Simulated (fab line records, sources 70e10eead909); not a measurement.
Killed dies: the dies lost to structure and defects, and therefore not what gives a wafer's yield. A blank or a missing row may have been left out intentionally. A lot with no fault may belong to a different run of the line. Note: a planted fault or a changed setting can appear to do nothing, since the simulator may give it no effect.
Chamber matching -- flow nandHarc -- NHARC_A_STAIRCASE_CMP_450 on cmp-01: 4 sister chambers
The step polishes SiO2, target thk 200 nm. 4 wafers are shown with their chamber, then 7 later ones without.

== WAFERS, EACH WITH ITS CHAMBER ==
wafer,chamber,motorCurrentA (A)
L988.4,0,14.2
L989.5,1,12.4
L992.2,2,9.8
L992.3,3,10.5

== WAFERS WHOSE CHAMBER IS MISSING ==
wafer,motorCurrentA (A)
L992.4,11.1
L994.4,11.3
L994.5,9.9
L994.6,11.9
L996.1,13.8
L996.3,11.6
L996.4,10.4

== THE CHAMBER EACH PASSED THROUGH ==
wafer,from the rows above,in truth
L992.4,can't be placed: 3 or 2 or 1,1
L994.4,can't be placed: 3 or 1 or 2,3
L994.5,can't be placed: 2 or 3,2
L994.6,can't be placed: 1 or 3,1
L996.1,can't be placed: 0 or 1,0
L996.3,can't be placed: 1 or 3 or 2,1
L996.4,can't be placed: 3 or 2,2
Correctly placed: 0 of 7. Not placeable from these rows: 7 (in 7, the candidates include the true chamber). Number placed wrongly: 0.
How it was worked out, from the rows above alone: a wafer's distance from a chamber is the root of the sum, over the readings, of the square of ((its reading less the chamber's mean) divided by the reading's scatter). The wafer belongs to the nearest chamber; if the next one is less than 2 further off, it can't be placed. A chamber's mean is the mean of its shown wafers. The scatter: root of mean squared gap, hidden wafer to nearest shown wafer, with one shown wafer a chamber.
